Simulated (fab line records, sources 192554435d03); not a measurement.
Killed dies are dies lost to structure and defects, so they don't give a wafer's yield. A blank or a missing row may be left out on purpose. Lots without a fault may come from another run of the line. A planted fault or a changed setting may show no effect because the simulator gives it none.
Split-lot experiment | flow n5_finfet | 7 lots, 21 wafers read, on a route of 1938 steps

THE SPLIT
At N5_BEOL_M15_COAT_04 (resist thk 800 nm), the setting spin_rpm was moved away from the recipe's 1704 rpm on 4 of the 21 wafers read, by -3.9% to +11.2%. The other wafers ran this setting at the recipe's value.

FROM THE SPLIT TO THE READING: what the file shows between them, 4 steps
- N5_BEOL_M15_EBR_06
- N5_BEOL_M15_SOFTBAKE_05: time 60 s
- N5_BEOL_M15_DESCUM_15: chemistry O2, time 7.9 s
- N5_BEOL_M15_ETCH_59: etches BARC in N2/H2, target depth 89 nm, overetch 26.7 nm, time 67.9 s

THE READING
coat_of_BEOL_M15_COAT_04.thk_nm (the simulator's own value, which no gauge read), in nm, at N5_BEOL_M15_VIA_ETCH_16 (etches SiO2 in C4F8/O2/Ar, target depth 1792.2 nm). The file gives no usual value for it. The 17 wafers here that ran the recipe average 338.6 nm, standard deviation 10 nm.

wafer  | tool, chamber at the split | spin_rpm as run, rpm | against the recipe | coat_of_BEOL_M15_COAT_04.thk_nm, nm | against lot-mates on the recipe
L074.2 | litho_track-02, 0          | 1704                 | recipe             | 334.2                               | -
L074.5 | litho_track-02, 0          | 1704                 | recipe             | 328                                 | -
L074.6 | litho_track-02, 0          | 1639                 | -3.8%              | 345.4                               | +14.3
L079.1 | litho_track-05, 0          | 1811                 | +6.3%              | 330.2                               | -23.3
L079.2 | litho_track-05, 0          | 1704                 | recipe             | 356.4                               | -
L079.6 | litho_track-05, 0          | 1704                 | recipe             | 350.6                               | -
L080.1 | litho_track-02, 0          | 1894                 | +11.2%             | 297.6                               | -45.2
L080.4 | litho_track-02, 0          | 1704                 | recipe             | 344.2                               | -
L080.5 | litho_track-02, 0          | 1704                 | recipe             | 341.4                               | -
L084.1 | litho_track-01, 0          | 1704                 | recipe             | 337.2                               | -
L084.3 | litho_track-01, 0          | 1704                 | recipe             | 354.6                               | -
L084.6 | litho_track-01, 0          | 1704                 | recipe             | 349.6                               | -
L087.4 | litho_track-01, 0          | 1637                 | -3.9%              | 354.6                               | +22.1
L087.5 | litho_track-01, 0          | 1704                 | recipe             | 333.4                               | -
L087.6 | litho_track-01, 0          | 1704                 | recipe             | 331.6                               | -
L088.2 | litho_track-01, 0          | 1704                 | recipe             | 332.8                               | -
L088.4 | litho_track-01, 0          | 1704                 | recipe             | 327                                 | -
L088.5 | litho_track-01, 0          | 1704                 | recipe             | 328.2                               | -
L091.1 | litho_track-02, 0          | 1704                 | recipe             | 331.6                               | -
L091.2 | litho_track-02, 0          | 1704                 | recipe             | 350.6                               | -
L091.4 | litho_track-02, 0          | 1704                 | recipe             | 325.4                               | -

THE FIT
A straight line over all 21 wafers: coat_of_BEOL_M15_COAT_04.thk_nm changes by -3.1 nm for each +1% of spin_rpm; r = -0.70; the points scatter about the line by 10 nm.
The same after taking each lot's own level away (the mean of its wafers on the recipe; 21 wafers): -4.1 nm for each +1%; r = -0.92; scatter 5.7 nm.
On that fit, the largest move of spin_rpm shifts the reading by 46 nm.
The lots' own levels span 329.33 to 353.50 nm, that is 2.4 times the standard deviation above.
So the lot-to-lot level blurs the effect unless lot-mates are compared.
Check: with one of the wafers moved furthest among these (+11.2%) left out of the fit, the line predicts -45.8 nm for it against its lot-mates. It came out at -45.2 nm against them.

OTHER SPLITS ON THESE WAFERS
These wafers also went through other splits before the reading. Each is held against what the fit with the lots' levels taken away leaves over:
other split on the same wafers    | wafers away from the commonest value | r with coat_of_BEOL_M15_COAT_04.thk_nm (lot level and that fit taken away)
N5_BEOL_M12_TRENCH_ETCH_34 time_s | 5                                    | -0.09
N5_BEOL_M12_SPUTTER_44 time_s     | 5                                    | +0.02
N5_BEOL_M13_EXPOSE_25 dose_mj     | 6                                    | +0.30
N5_BEOL_M15_ILD_DEP_00 temp_c     | 8                                    | +0.45

THE WHOLE CHAIN: every reading that the file lists as answering this split, in the file's order
step                    | what it does                                                            | reading                                                                          | change (the file's fit)              | r (the file's)
N5_BEOL_M15_COAT_04     | resist thk 800 nm                                                       | coat_of_BEOL_M15_COAT_04.thk_nm (the simulator's own value, which no gauge read) | -3.82 nm for each +1% of the setting | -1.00
N5_BEOL_M15_ETCH_59     | etches BARC in N2/H2, target depth 89 nm, overetch 26.7 nm, time 67.9 s | coat_of_BEOL_M15_COAT_04.thk_nm (the simulator's own value, which no gauge read) | -3.92 nm for each +1% of the setting | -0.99
N5_BEOL_M15_VIA_ETCH_16 | etches SiO2 in C4F8/O2/Ar, target depth 1792.2 nm                       | coat_of_BEOL_M15_COAT_04.thk_nm (the simulator's own value, which no gauge read) | -4.09 nm for each +1% of the setting | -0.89

THE FILE'S OWN FIT
coat_of_BEOL_M15_COAT_04.thk_nm changes by -4.09 nm for each +1% of spin_rpm, r = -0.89.
